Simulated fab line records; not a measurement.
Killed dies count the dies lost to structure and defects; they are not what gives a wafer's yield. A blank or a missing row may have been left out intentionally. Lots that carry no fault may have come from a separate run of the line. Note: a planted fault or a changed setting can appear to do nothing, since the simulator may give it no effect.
Problem report, 8D (eight disciplines) form, completed by code | flow nand_harc | the parts of the form that need people (team, actions taken, sign-off) are left out

== 1. PROBLEM STATEMENT ==
Wafers without a fault read 30 s, standard deviation 3.6; time_to_endpoint_s at NHARC_A_M1_CMP_23 reads a mean of 55 s on 3 wafers belonging to 2 lots. That puts it +6.9 standard deviations away from the usual mean.
The step: polishes, t overpolish 20 s, target thk 154.34 nm.
First seen on wafer L446.2, day 29 02:05, on cmp-03. The record holds 36 wafers of 12 lots with a number at this step. Rule for "out", or "out of limits": more than 4 standard deviations from the usual mean. All remaining wafers that have a number are taken as sound.

== 2. WHAT IT IS, WHAT IT ISN'T ==
question                    | is                     | is not
which readings at this step | time_to_endpoint_s     | motor_current_A
which lots                  | L446, L449             | L432, L433, L434, L435, L436, L437, L450, L451, L452, L454
which wafers of those lots  | L446.2, L446.5, L449.1 | L446.4, L449.3, L449.5
read on which tools         | cmp-01, cmp-03         | cmp-02
when                        | from day 29 02:05      | up to then (19 sound wafers); but 14 sound wafers of L449, L450, L451, L452, L454 came after

== 3. THE SUSPECTS, EACH WITH WHAT RULES IT OUT ==
Counting: a tool at a process step up to the reading stays a suspect if it ran every lot that is out. Sound lots after the first of them don't rule it out here, since some wafers of a struck lot are sound.
- pvd_sputter-01 at NHARC_A_M1_DEGAS_29 (time 60 s): kept. It ran every lot that is out, first L446 (day 29 01:01); its last sound lot up to then is L436 (day 24 15:06).
- ecd_cu-01 at NHARC_A_M1_ECD_22 (material Cu, target thk 400 nm): kept. It ran every lot that is out, first L446 (day 29 01:22); its last sound lot up to then is L437 (day 26 00:15).
- At NHARC_A_M1_ECD_22 on ecd_cu-01, chamber 1 took the sound wafers of the same lots and chamber 0 took the wafers that are out.
What counting leaves: pvd_sputter-01 at NHARC_A_M1_DEGAS_29 and ecd_cu-01 at NHARC_A_M1_ECD_22.

== 4. THE CAUSE (what the simulator had put in) ==
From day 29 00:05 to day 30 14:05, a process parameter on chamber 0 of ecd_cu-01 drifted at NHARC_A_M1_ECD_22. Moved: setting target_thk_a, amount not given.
Counting left 2 suspects, and this tool is among them.

== 5. SEQUENCE OF EFFECTS, ordered by route ==
Each row: a reading where the mean over the struck wafers with a number is more than 3 standard deviations away from the usual. Readings are gone through only where the record gives a usual standard deviation; hours: the median, over the lots, of the time from a lot's start at the first step in this table giving one to that lot's start at this step; sigmas: the change measured in usual standard deviations.
hours | step              | reading            | usual | on struck wafers | change | sigmas
0     | NHARC_A_M1_CMP_23 | time_to_endpoint_s | 30 s  | 55               | +25    | +6.9
Its process steps:
- NHARC_A_M1_CMP_23: polishes, t overpolish 20 s, target thk 154.34 nm.
Later steps that measure or inspect, where all struck wafers having a row at the step show a number for every such reading and not one has moved that far: NHARC_END_SORT_01.

== 6. WHAT WOULD HAVE CAUGHT IT SOONER ==
In this record no reading fell out of limits until day 29 02:05, 2 hours after the fault had begun at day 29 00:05.
An alarm limit of 4 standard deviations would not have fired on the tool readings at NHARC_A_M1_ECD_22 for which the record gives a usual standard deviation, since none of them was out on any struck wafer.
Lots out: 2; of these, L449 started NHARC_A_M1_ECD_22 on ecd_cu-01 after day 29 02:05. Holding the tool at that time would have saved it.
